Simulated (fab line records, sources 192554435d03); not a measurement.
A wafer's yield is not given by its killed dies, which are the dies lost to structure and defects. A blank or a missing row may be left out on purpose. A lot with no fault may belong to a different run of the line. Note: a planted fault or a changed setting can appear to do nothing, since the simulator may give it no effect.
Chamber matching	flow n5-finfet	rie-diel-01 running N5_BEOL_M5_STRIP_64: 4 sister chambers
The step strips in CF4. 18 wafers are shown with their chamber, then 9 later ones without.

WAFERS PAIRED WITH THEIR CHAMBERS
wafer	chamber	drypump-motor-current-A (A)	showerhead-plenum-p-Torr (Torr)	rf-vpp-V (V)
L076.3	2	5.5	1.79	271.2
L076.4	3	4.7	1.77	270.4
L076.6	0	5.0	1.88	272.8
L077.2	3	4.7	1.77	271.2
L077.4	0	5.0	1.88	272.7
L077.5	1	5.2	1.85	272.6
L080.2	3	4.7	1.77	271.3
L080.3	2	5.5	1.79	271.7
L080.4	0	5.0	1.88	272.3
L083.1	3	4.7	1.77	270.8
L083.2	2	5.6	1.79	271.9
L083.4	0	5.0	1.88	273.5
L084.1	1	5.2	1.85	273.9
L084.2	3	4.7	1.77	271.2
L084.4	2	5.5	1.79	271.9
L088.2	1	5.2	1.84	272.0
L088.3	0	5.0	1.87	271.6
L088.5	3	4.7	1.76	270.9

SIGNATURES (averages over the wafers above)
reading	chamber 0	chamber 1	chamber 2	chamber 3	scatter within a chamber
drypump-motor-current-A	5.000	5.200	5.525	4.700	0.0231
showerhead-plenum-p-Torr	1.8780	1.8467	1.7900	1.7683	0.00405
rf-vpp-V	272.580	272.833	271.675	270.967	0.582
Rule: for each reading, subtract the chamber's mean from the wafer's reading, divide by that reading's scatter and square the result; add these up over the readings and take the root, which gives the wafer's distance from the chamber. If the next closest chamber is less than 2 further off than the closest, the wafer can't be placed; otherwise it belongs to the closest. How the scatter is found: for the shown wafers, subtract from each reading the mean of its chamber, square and add these, divide the total by (wafers less chambers), then take the root.

WAFERS WITHOUT THEIR CHAMBER
wafer	drypump-motor-current-A (A)	showerhead-plenum-p-Torr (Torr)	rf-vpp-V (V)
L095.2	5.1	1.87	271.4
L095.5	5.6	1.78	270.3
L095.6	4.7	1.76	269.5
L094.3	4.7	1.76	269.6
L094.4	5.5	1.78	271.0
L094.5	5.0	1.87	273.2
L096.1	5.0	1.87	272.4
L096.4	4.7	1.76	270.0
L096.5	4.7	1.76	272.4

THE CHAMBER EACH PASSED THROUGH
wafer	from the rows above	in truth
L095.2	0	0
L095.5	2	2
L095.6	3	3
L094.3	3	3
L094.4	2	2
L094.5	0	0
L096.1	0	0
L096.4	3	3
L096.5	3	3
Correct placement for 9 of the 9. Left unplaced by these rows: 0. Wrongly placed: 0.
